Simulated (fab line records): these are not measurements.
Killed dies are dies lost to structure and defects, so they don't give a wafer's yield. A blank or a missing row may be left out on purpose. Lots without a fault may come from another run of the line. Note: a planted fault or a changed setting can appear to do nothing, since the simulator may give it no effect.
Matching of chambers || flow n5Finfet || pecvd-02 running N5_BEOL_M6_ILD_DEP_00: 3 sister chambers
The step deposits SiCOH lowk from DEMS/porogen, target thk 179.75 nm, time 33.4 s. 3 wafers are shown with their chamber, then 9 later ones without.

== WAFERS, EACH WITH ITS CHAMBER ==
{"wafer": "L087.1", "chamber": 2, "throttleValvePct (%)": 14.1}
{"wafer": "L087.2", "chamber": 1, "throttleValvePct (%)": 15.4}
{"wafer": "L087.3", "chamber": 0, "throttleValvePct (%)": 14.6}

== WAFERS WHOSE CHAMBER IS MISSING ==
{"wafer": "L090.3", "throttleValvePct (%)": 15.4}
{"wafer": "L090.4", "throttleValvePct (%)": 13.8}
{"wafer": "L090.6", "throttleValvePct (%)": 14.8}
{"wafer": "L092.1", "throttleValvePct (%)": 15.5}
{"wafer": "L092.2", "throttleValvePct (%)": 14.7}
{"wafer": "L092.3", "throttleValvePct (%)": 14.3}
{"wafer": "L096.3", "throttleValvePct (%)": 14.8}
{"wafer": "L096.4", "throttleValvePct (%)": 15.5}
{"wafer": "L096.6", "throttleValvePct (%)": 14.7}

== WHICH CHAMBER EACH ONE RAN IN ==
{"wafer": "L090.3", "from the rows above": 1, "in truth": 1}
{"wafer": "L090.4", "from the rows above": 2, "in truth": 2}
{"wafer": "L090.6", "from the rows above": 0, "in truth": 0}
{"wafer": "L092.1", "from the rows above": 1, "in truth": 1}
{"wafer": "L092.2", "from the rows above": 0, "in truth": 0}
{"wafer": "L092.3", "from the rows above": "can't be placed: 2 or 0", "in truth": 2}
{"wafer": "L096.3", "from the rows above": 0, "in truth": 0}
{"wafer": "L096.4", "from the rows above": 1, "in truth": 1}
{"wafer": "L096.6", "from the rows above": 0, "in truth": 0}
Correctly placed: 8 of 9. Not placeable from these rows: 1 (in 1, the candidates include the true chamber). 0 placed wrongly.
How it was worked out, from the rows above alone: a wafer's distance from a chamber is the root of the sum, over the readings, of the square of ((its reading less the chamber's mean) divided by the reading's scatter). The wafer belongs to the nearest chamber; if the next one is less than 2 further off, it can't be placed. The mean given for a chamber averages the wafers shown for that chamber. The scatter: with one shown wafer a chamber, the root of the mean of the squares of how far each hidden wafer lies from its nearest shown one.
